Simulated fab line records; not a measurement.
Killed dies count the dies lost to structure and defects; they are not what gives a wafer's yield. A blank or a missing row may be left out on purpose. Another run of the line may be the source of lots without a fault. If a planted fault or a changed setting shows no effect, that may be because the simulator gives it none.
Which tool is to blame? | flow nand harc | 23 lots, 69 wafers sampled, at 2 steps of a route of 1302

WHAT THE GAUGES SHOWED, per wafer
NHARC_P_BONDPAD_INSPECT_23.
lot  | measured     | on                | raw defect count
L074 | day 7 00:56  | defect inspect-01 | 330 241 323
L075 | day 7 01:40  | defect inspect-02 | 382 368 338
L076 | day 7 16:59  | defect inspect-02 | 345 313 265
L077 | day 7 18:46  | defect inspect-01 | 473 426 538
L078 | day 8 12:03  | defect inspect-02 | 292 161 161
L079 | day 8 19:56  | defect inspect-01 | 321 416 336
L081 | day 9 16:39  | defect inspect-02 | 158 217 303
L080 | day 9 16:58  | defect inspect-01 | 302 301 315
L082 | day 10 05:49 | defect inspect-01 | 213 250 290
L084 | day 10 17:41 | defect inspect-01 | 527 497 597
L085 | day 11 04:41 | defect inspect-01 | 341 298 391
L086 | day 11 12:09 | defect inspect-01 | 510 313 378
L087 | day 12 05:17 | defect inspect-02 | 615 276 251
L088 | day 12 18:17 | defect inspect-01 | 277 217 510
L089 | day 12 19:32 | defect inspect-02 | 210 187 213
L090 | day 13 09:46 | defect inspect-01 | 296 220 218
L091 | day 13 14:38 | defect inspect-02 | 511 289 165
L092 | day 14 06:38 | defect inspect-02 | 649 306 322
L093 | day 14 14:02 | defect inspect-02 | 273 253 317
L094 | day 15 02:43 | defect inspect-02 | 359 290 547
L095 | day 16 00:52 | defect inspect-02 | 414 323 282
L096 | day 16 03:19 | defect inspect-02 | 201 446 300
L097 | day 16 13:02 | defect inspect-01 | 391 200 409

WHAT TOOL EACH LOT RAN ON (gives the tool, then ch and the chambers of the sampled wafers, and finally the start)
lot  | NHARC_P_BONDPAD_PVD_27
L074 | pvd sputter-03, day 7 00:56 or earlier
L075 | pvd sputter-01, day 7 01:40 or earlier
L076 | pvd sputter-02, day 7 16:59 or earlier
L077 | pvd sputter-01, day 7 18:46 or earlier
L078 | pvd sputter-03, day 8 12:03 or earlier
L079 | pvd sputter-03, day 8 19:56 or earlier
L081 | pvd sputter-02, day 9 16:39 or earlier
L080 | pvd sputter-03, day 9 16:58 or earlier
L082 | pvd sputter-03, day 10 05:49 or earlier
L084 | pvd sputter-02, day 10 17:41 or earlier
L085 | pvd sputter-01, day 11 04:41 or earlier
L086 | pvd sputter-01, day 11 12:09 or earlier
L087 | pvd sputter-03, day 12 05:17 or earlier
L088 | pvd sputter-01, day 12 18:17 or earlier
L089 | pvd sputter-03, day 12 18:07
L090 | pvd sputter-03, day 13 09:46 or earlier
L091 | pvd sputter-03, day 13 14:38 or earlier
L092 | pvd sputter-01, day 14 06:38 or earlier
L093 | pvd sputter-02, day 14 14:02 or earlier
L094 | pvd sputter-03, day 15 02:43 or earlier
L095 | pvd sputter-02, day 16 00:52 or earlier
L096 | pvd sputter-01, day 16 03:19 or earlier
L097 | pvd sputter-01, day 16 13:02 or earlier
- NHARC_P_BONDPAD_PVD_27: deposits Cu, target thk 30 nm, time 20.49 s.

AS READ BY THE TOOLS THEMSELVES (means over the sampled wafers that have a number; for cases with no such wafer, the mark the record gives instead)
NHARC_P_BONDPAD_PVD_27.
lot  | tool           | chamber pressure pa (Pa) | throttle valve pct (%)
L074 | pvd sputter-03 | 4.993                    | 29.6
L075 | pvd sputter-01 | 5.008                    | 29.9
L076 | pvd sputter-02 | 5.003                    | 30.2
L077 | pvd sputter-01 | 4.999                    | 30.8
L078 | pvd sputter-03 | 5.002                    | 29.6
L079 | pvd sputter-03 | 4.979                    | 29.8
L081 | pvd sputter-02 | 4.992                    | 29.9
L080 | pvd sputter-03 | 4.993                    | 29.4
L082 | pvd sputter-03 | 4.998                    | 30.2
L084 | pvd sputter-02 | 4.997                    | 30.1
L085 | pvd sputter-01 | 4.996                    | 29.8
L086 | pvd sputter-01 | 4.997                    | 29.9
L087 | pvd sputter-03 | 5.007                    | 29.8
L088 | pvd sputter-01 | 4.993                    | 29.8
L089 | pvd sputter-03 | 5.002                    | 29.7
L090 | pvd sputter-03 | 5.005                    | 29.9
L091 | pvd sputter-03 | 5.009                    | 29.6
L092 | pvd sputter-01 | 5.004                    | 29.8
L093 | pvd sputter-02 | 5.008                    | 29.6
L094 | pvd sputter-03 | 5.001                    | 29.4
L095 | pvd sputter-02 | 5.008                    | 29.5
L096 | pvd sputter-01 | 4.992                    | 30.6
L097 | pvd sputter-01 | 4.988                    | 30.5

THE ANSWER, worked out from the rows above alone
Rule: what is usual is taken from the lots themselves. The widest of any qualifying gaps counts: lots, ordered by their means at a reading, are off when they make up no more than a third of the lots, leave a main group of 4 or more, and stand apart from it by 3 or more times the standard deviation of that group's means. A main group whose means are all the same, to the digits that the tables above print for the reading, isn't used. Also off: a lot with no number at a reading for which 4 or more lots have one. All remaining lots with rows at the step are treated as sound. Order of review: gauges by route order, followed by the tools' own readings, for which a lot's mean as printed above is used. At the first step where some lot is off, the reading lying furthest off is the one used; lots without a number count as furthest.
No lot is off on any of the readings shown, so nothing can be concluded from this.

WHAT THE SIMULATOR PUT IN
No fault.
